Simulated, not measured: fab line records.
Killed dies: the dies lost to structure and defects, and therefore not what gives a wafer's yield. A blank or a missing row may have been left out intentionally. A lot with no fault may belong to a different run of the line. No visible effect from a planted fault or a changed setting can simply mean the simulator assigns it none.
Which of the tools did it?	flow nand-harc	24 lots, 72 wafers sampled, at 3 steps of a route of 1302

WHAT THE GAUGES SHOWED, per wafer
NHARC_A_CONTACT_CD_MEAS_53.
lot	measured	on	cd-nm (nm)
L074	day 21 21:01	cd-sem-01	288.7 287.7 288.3
L075	day 22 02:23	cd-sem-01	289.3 289.3 289.2
L076	day 22 03:34	cd-sem-03	290.2 289.6 289.6
L079	day 23 03:27	cd-sem-01	288.6 288.2 288.2
L077	day 23 04:07	cd-sem-03	290.0 289.4 289.9
L080	day 23 10:58	cd-sem-01	289.8 290.0 289.9
L078	day 23 11:01	cd-sem-03	290.8 291.0 290.5
L081	day 24 11:16	cd-sem-02	289.1 289.1 289.2
L082	day 24 15:13	cd-sem-02	289.4 289.0 289.3
L083	day 25 05:48	cd-sem-02	289.3 288.7 289.2
L085	day 25 20:40	cd-sem-01	289.7 290.0 290.3
L084	day 25 21:07	cd-sem-01	289.6 288.6 289.4
L086	day 26 14:02	cd-sem-03	288.5 288.8 288.9
L087	day 27 01:58	cd-sem-03	289.3 290.2 289.6
L089	day 27 13:25	cd-sem-03	289.2 289.4 289.2
L088	day 27 17:38	cd-sem-02	290.0 290.2 290.0
L090	day 28 13:20	cd-sem-03	290.0 290.1 289.7
L091	day 29 02:11	cd-sem-02	287.6 288.0 287.9
L093	day 29 04:02	cd-sem-03	289.6 289.9 289.8
L092	day 29 07:54	cd-sem-02	290.5 290.4 289.8
L094	day 29 23:05	cd-sem-02	290.2 289.7 289.4
L095	day 30 14:20	cd-sem-03	289.5 289.8 289.4
L097	day 31 07:22	cd-sem-03	289.5 289.4 289.4
L096	day 32 03:37	cd-sem-02	291.2 290.4 291.0

NHARC_A_CONTACT_OVL_MEAS_70.
lot	measured	on	overlay-x-nm (nm)	overlay-y-nm (nm)
L074	day 22 02:12	overlay-01	1.1 0.8 0.0	0.7 0.9 1.6
L075	day 22 07:24	overlay-02	-0.7 -1.3 -0.7	0.9 0.6 1.3
L076	day 22 08:32	overlay-02	-2.4 -2.4 -2.4	0.1 -0.2 0.0
L079	day 23 08:52	overlay-01	-0.1 0.0 0.1	0.1 0.0 0.2
L077	day 23 09:42	overlay-02	0.4 0.2 -0.6	0.3 -0.1 0.2
L080	day 23 16:07	overlay-02	-0.2 0.2 -0.3	-0.6 -0.7 -1.0
L078	day 23 15:52	overlay-01	0.0 0.3 -0.3	0.1 -0.2 -0.4
L081	day 24 17:16	overlay-01	0.6 0.5 0.8	-1.5 -1.6 -1.1
L082	day 24 20:06	overlay-02	-0.8 -0.8 -0.8	-0.5 -0.1 -0.4
L083	day 25 10:49	overlay-01	0.5 0.7 0.3	-0.1 0.7 0.1
L085	day 26 01:43	overlay-01	-0.7 0.0 -0.2	-1.0 -1.2 -1.3
L084	day 26 02:04	overlay-01	0.0 0.2 0.1	0.4 0.9 0.5
L086	day 26 23:58	overlay-02	1.1 1.4 1.3	-1.8 -1.7 -1.5
L087	day 27 09:56	overlay-01	1.5 1.2 1.1	1.2 1.0 1.2
L089	day 27 18:23	overlay-02	1.1 1.1 0.7	0.6 0.2 0.9
L088	day 27 22:50	overlay-01	0.7 1.1 0.5	0.0 -0.4 0.5
L090	day 28 18:35	overlay-01	-0.4 -0.6 -0.6	-2.2 -1.3 -2.3
L091	day 29 09:08	overlay-02	0.3 0.6 0.3	0.9 -0.1 0.6
L093	day 29 12:16	overlay-02	-0.6 -0.7 -0.4	0.2 -0.3 0.0
L092	day 29 14:07	overlay-01	-1.9 -1.3 -1.1	0.5 0.7 0.1
L094	day 30 04:35	overlay-02	1.2 1.0 1.3	-0.3 -0.4 0.1
L095	day 30 20:27	overlay-02	-1.2 -0.9 -1.2	-2.2 -1.2 -1.7
L097	day 31 12:19	overlay-02	-0.3 0.3 0.1	0.7 0.4 1.4
L096	day 32 12:44	overlay-02	0.0 -0.5 -0.6	-1.9 -1.5 -1.7

EACH LOT AND THE TOOL THAT RAN IT (in order: tool; ch and the chambers of the sampled wafers; start)
lot	NHARC_A_CONTACT_DEP_58
L074	pecvd-01 ch 0,1,2, day 22 01:28
L075	pecvd-04 ch 1,2, day 22 06:43
L076	pecvd-03 ch 0,2, day 22 07:44
L079	pecvd-03 ch 1,2, day 23 08:03
L077	pecvd-04 ch 0,1,2, day 23 08:53
L080	pecvd-01 ch 1,2, day 23 15:18
L078	pecvd-04 ch 0,1,2, day 23 15:13
L081	pecvd-01 ch 1,2, day 24 16:28
L082	pecvd-04 ch 0,1,2, day 24 19:25
L083	pecvd-04 ch 0,1,2, day 25 10:01
L085	pecvd-01 ch 0,1,2, day 26 00:53
L084	pecvd-04 ch 0,2, day 26 01:25
L086	pecvd-04 ch 1,2, day 26 23:20
L087	pecvd-03 ch 1,2, day 27 09:15
L089	pecvd-03 ch 0,1, day 27 17:35
L088	pecvd-04 ch 0,2, day 27 22:02
L090	pecvd-04 ch 0,1,2, day 28 17:48
L091	pecvd-03 ch 0,1,2, day 29 08:23
L093	pecvd-04 ch 0,1,2, day 29 11:35
L092	pecvd-03 ch 0,1,2, day 29 13:19
L094	pecvd-03 ch 0,1,2, day 30 03:50
L095	pecvd-04 ch 0,2, day 30 19:39
L097	pecvd-01 ch 0,1,2, day 31 11:31
L096	pecvd-01 ch 0,1,2, day 32 11:55
- NHARC_A_CONTACT_DEP_58: deposits SiON, target thk 90 nm.

WHAT THE TOOLS THEMSELVES READ (means of the sampled wafers that have a number; where no wafer has one, the mark that the record gives instead)
NHARC_A_CONTACT_DEP_58.
lot	tool	heater-power-w (W)
L074	pecvd-01	719
L075	pecvd-04	869
L076	pecvd-03	908
L079	pecvd-03	871
L077	pecvd-04	780
L080	pecvd-01	735
L078	pecvd-04	815
L081	pecvd-01	787
L082	pecvd-04	849
L083	pecvd-04	848
L085	pecvd-01	708
L084	pecvd-04	790
L086	pecvd-04	863
L087	pecvd-03	778
L089	pecvd-03	746
L088	pecvd-04	899
L090	pecvd-04	864
L091	pecvd-03	810
L093	pecvd-04	837
L092	pecvd-03	809
L094	pecvd-03	832
L095	pecvd-04	836
L097	pecvd-01	785
L096	pecvd-01	737

THE ANSWER, worked out from the rows above alone
Rule: usual is defined by the lots themselves. The widest of any qualifying gaps counts: lots, ordered by their means at a reading, are off when they make up no more than a third of the lots, leave a main group of 4 or more, and stand apart from it by 3 or more times the standard deviation of that group's means. A main group is skipped when, at the precision printed for the reading in the tables above, its means are all equal. Also off: a lot with no number at a reading for which 4 or more lots have one. Where the step has rows for the other lots, those lots are counted as sound. Order of review: gauges by route order, followed by the tools' own readings, for which a lot's mean as printed above is used. The first step at which some lot is off is used, and at that step the reading that is off furthest; a lot without a number counts as furthest.
No lot is off at any reading shown: from this, nothing can be told.

WHAT THE SIMULATOR PUT IN
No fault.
